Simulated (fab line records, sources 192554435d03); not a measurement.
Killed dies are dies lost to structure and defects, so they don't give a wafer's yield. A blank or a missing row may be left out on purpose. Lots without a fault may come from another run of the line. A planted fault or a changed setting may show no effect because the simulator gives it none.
Chamber matching | flow n5_finfet | N5_BEOL_M7_VIA_ETCH_34 on rie_diel-01: 4 sister chambers
The step etches SiCOH lowk in C4F6/O2, target depth 125.5 nm, time 50.5 s. 8 wafers are shown with their chamber, then 7 later ones without.

WAFERS WITH THEIR CHAMBER
wafer  | chamber | drypump_motor_current_A (A) | showerhead_plenum_p_Torr (Torr)
L076.1 | 1       | 5.59                        | 2.92
L077.6 | 2       | 5.68                        | 2.81
L080.1 | 1       | 5.60                        | 2.91
L080.6 | 0       | 5.07                        | 2.87
L084.1 | 2       | 5.67                        | 2.81
L084.5 | 3       | 5.64                        | 2.75
L085.1 | 0       | 5.08                        | 2.87
L085.2 | 3       | 5.68                        | 2.75

WAFERS WITHOUT THEIR CHAMBER
wafer  | drypump_motor_current_A (A) | showerhead_plenum_p_Torr (Torr)
L085.6 | 5.68                        | 2.81
L088.1 | 5.07                        | 2.87
L088.2 | 5.65                        | 2.75
L088.5 | 5.59                        | 2.91
L092.1 | 5.68                        | 2.74
L092.3 | 5.60                        | 2.90
L092.5 | 5.08                        | 2.86

WHICH CHAMBER EACH WENT THROUGH
wafer  | from the rows above | in truth
L085.6 | 2                   | 2
L088.1 | 0                   | 0
L088.2 | 3                   | 3
L088.5 | 1                   | 1
L092.1 | 3                   | 3
L092.3 | 1                   | 1
L092.5 | 0                   | 0
Placed correctly: 7 of 7. Can't be placed from these rows: 0. Placed wrongly: 0.
How it was worked out, from the rows above alone: a wafer's distance from a chamber is the root of the sum, over the readings, of the square of ((its reading less the chamber's mean) divided by the reading's scatter). The wafer belongs to the nearest chamber; if the next one is less than 2 further off, it can't be placed. A chamber's mean is the mean of its shown wafers. The scatter: the root of (the sum of the squares of (reading less its chamber's mean) over the shown wafers, divided by (wafers less chambers)).
